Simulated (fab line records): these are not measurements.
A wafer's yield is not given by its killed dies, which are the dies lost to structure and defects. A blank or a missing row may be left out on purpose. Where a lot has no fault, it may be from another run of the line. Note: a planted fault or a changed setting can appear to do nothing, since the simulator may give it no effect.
Lot-split experiment | flow n5_finfet | 21 wafers read across 7 lots, on a route 1938 steps long

== ON THE SPLIT ==
At N5_DUMMY_GATE_DESCUM_20 (chemistry O2, time 6.2 s), the setting time_s was moved away from the recipe's 6.2 s on 8 of the 21 wafers read, by -21.7% to +20.1%. The other wafers ran this setting at the recipe's value.

The split's own step is where the reading is taken.

== THE READING ==
CAR-EUV_of_DUMMY_GATE_COAT_09.thk_nm (the simulator's own value, which no gauge read), in nm, at N5_DUMMY_GATE_DESCUM_20 (chemistry O2, time 6.2 s). The file gives no usual value for it. Across the 13 wafers here that went through the recipe, the average is 26.4 nm and the standard deviation 0.11 nm.

wafer  | tool, chamber at the split | time_s as run, s | against the recipe | CAR-EUV_of_DUMMY_GATE_COAT_09.thk_nm, nm | against lot-mates on the recipe
L076.1 | rie_diel-04, 3,0           | 6.783            | +9.4%              | 26.2                                     | -0.2
L076.3 | rie_diel-04, 3,0           | 6.783            | +9.4%              | 26.2                                     | -0.2
L076.5 | rie_diel-04, 2             | 6.2              | recipe             | 26.4                                     | -
L080.1 | rie_diel-04, 0,3,2         | 6.2              | recipe             | 26.6                                     | -
L080.2 | rie_diel-04, 0,3,2         | 6.2              | recipe             | 26.6                                     | -
L080.3 | rie_diel-04, 0,3,2         | 6.2              | recipe             | 26.6                                     | -
L081.2 | rie_diel-04, 2,0           | 6.2              | recipe             | 26.4                                     | -
L081.3 | rie_diel-04, 2,0           | 6.2              | recipe             | 26.4                                     | -
L081.5 | rie_diel-04, 1             | 7.449            | +20.1%             | 25.8                                     | -0.6
L088.3 | rie_diel-06, 1,3           | 6.2              | recipe             | 26.4                                     | -
L088.4 | rie_diel-06, 1,3           | 6.2              | recipe             | 26.4                                     | -
L088.5 | rie_diel-06, 2             | 6.615            | +6.7%              | 26.2                                     | -0.2
L089.1 | rie_diel-02, 3             | 6.2              | recipe             | 26.4                                     | -
L089.2 | rie_diel-02, 1             | 5.399            | -12.9%             | 26.8                                     | +0.4
L089.4 | rie_diel-02, 0             | 5.399            | -12.9%             | 27                                       | +0.6
L095.2 | rie_diel-02, 0,3           | 6.2              | recipe             | 26.4                                     | -
L095.5 | rie_diel-02, 0,3           | 6.2              | recipe             | 26.4                                     | -
L095.4 | rie_diel-02, 3             | 6.2              | recipe             | 26.2                                     | -
L097.1 | rie_diel-06, 1,3           | 4.856            | -21.7%             | 27                                       | +0.6
L097.4 | rie_diel-06, 1,3           | 4.856            | -21.7%             | 27                                       | +0.6
L097.2 | rie_diel-06, 2             | 6.2              | recipe             | 26.4                                     | -
When a row names more than one chamber, that row covers several wafers, and the file does not tell which wafer ran in which chamber.

THE FIT
A straight line over all 21 wafers: CAR-EUV_of_DUMMY_GATE_COAT_09.thk_nm changes by -0.0291 nm for each +1% of time_s; r = -0.94; the points scatter about the line by 0.1 nm.
The same after taking each lot's own level away (the mean of its wafers on the recipe; 21 wafers): -0.0293 nm for each +1%; r = -0.97; scatter 0.067 nm.
According to that fit, moving time_s by its largest amount changes the reading by 0.64 nm.
The span of the lots' own levels, 26.33 to 26.60 nm, comes to 2.5 times the standard deviation stated above.
The two slopes agree, so the slope changes little with the lot-to-lot level.
Check: for one of the wafers moved furthest among these (-21.7%), held out of the fit, the line's prediction against its lot-mates is +0.67 nm. Against them it came out at +0.6 nm.

== ADDITIONAL SPLITS CARRIED BY THESE WAFERS ==
Before the reading, these wafers also passed through other splits. Each is held against what the fit with the lots' levels taken away leaves over:
other split on the same wafers | wafers away from the commonest value | r with CAR-EUV_of_DUMMY_GATE_COAT_09.thk_nm (lot level and that fit taken away)
N5_WELL_APT_EXPOSE_22 dose_mj  | 7                                    | +0.08
N5_WELL_APT_PEB_23 peb_temp_c  | 3                                    | -0.25
N5_FIN_SAQP_PECVD_06 time_s    | 9                                    | +0.13
N5_FIN_SAQP_PEB_14 peb_time_s  | 0                                    | -
N5_FIN_CUT_EXPOSE_05 dose_mj   | 7                                    | +0.10

== FILE'S OWN FIT ==
CAR-EUV_of_DUMMY_GATE_COAT_09.thk_nm changes by -0.0296 nm for each +1% of time_s, r = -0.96.
